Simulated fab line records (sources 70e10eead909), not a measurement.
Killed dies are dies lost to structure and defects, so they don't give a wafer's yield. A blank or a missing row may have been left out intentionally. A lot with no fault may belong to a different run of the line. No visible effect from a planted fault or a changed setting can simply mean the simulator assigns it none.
Matching of chambers -- flow nand harc -- NHARC_A_M0_DEP_32 on pecvd-04 has 3 sister chambers
The step deposits SiCN, target thk 30 nm. 6 wafers are shown with their chamber, then 7 later ones without.

WAFERS, EACH WITH ITS CHAMBER
wafer,chamber,heater power w (W)
L082.3,0,504
L082.6,2,531
L085.1,0,566
L085.3,2,520
L089.1,1,731
L089.4,1,718

WAFERS WHOSE CHAMBER IS MISSING
wafer,heater power w (W)
L089.5,476
L091.2,536
L091.4,778
L091.6,539
L093.2,546
L093.3,496
L093.4,496

CHAMBER TAKEN BY EACH
wafer,from the rows above,in truth
L089.5,can't be placed: 2 or 0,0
L091.2,can't be placed: 0 or 2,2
L091.4,1,1
L091.6,can't be placed: 0 or 2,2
L093.2,can't be placed: 0 or 2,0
L093.3,can't be placed: 2 or 0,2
L093.4,can't be placed: 2 or 0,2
Placed correctly: 1 of 7. Not placeable from these rows: 6 (in 6, the candidates include the true chamber). Number placed wrongly: 0.
How it was worked out, from the rows above alone: a wafer's distance from a chamber is the root of the sum, over the readings, of the square of ((its reading less the chamber's mean) divided by the reading's scatter). The wafer belongs to the nearest chamber; if the next one is less than 2 further off, it can't be placed. A chamber's mean is the mean of its shown wafers. The scatter is the square root of a quotient: the sum, over the shown wafers, of each reading's squared deviation from its chamber's mean, divided by wafers minus chambers.
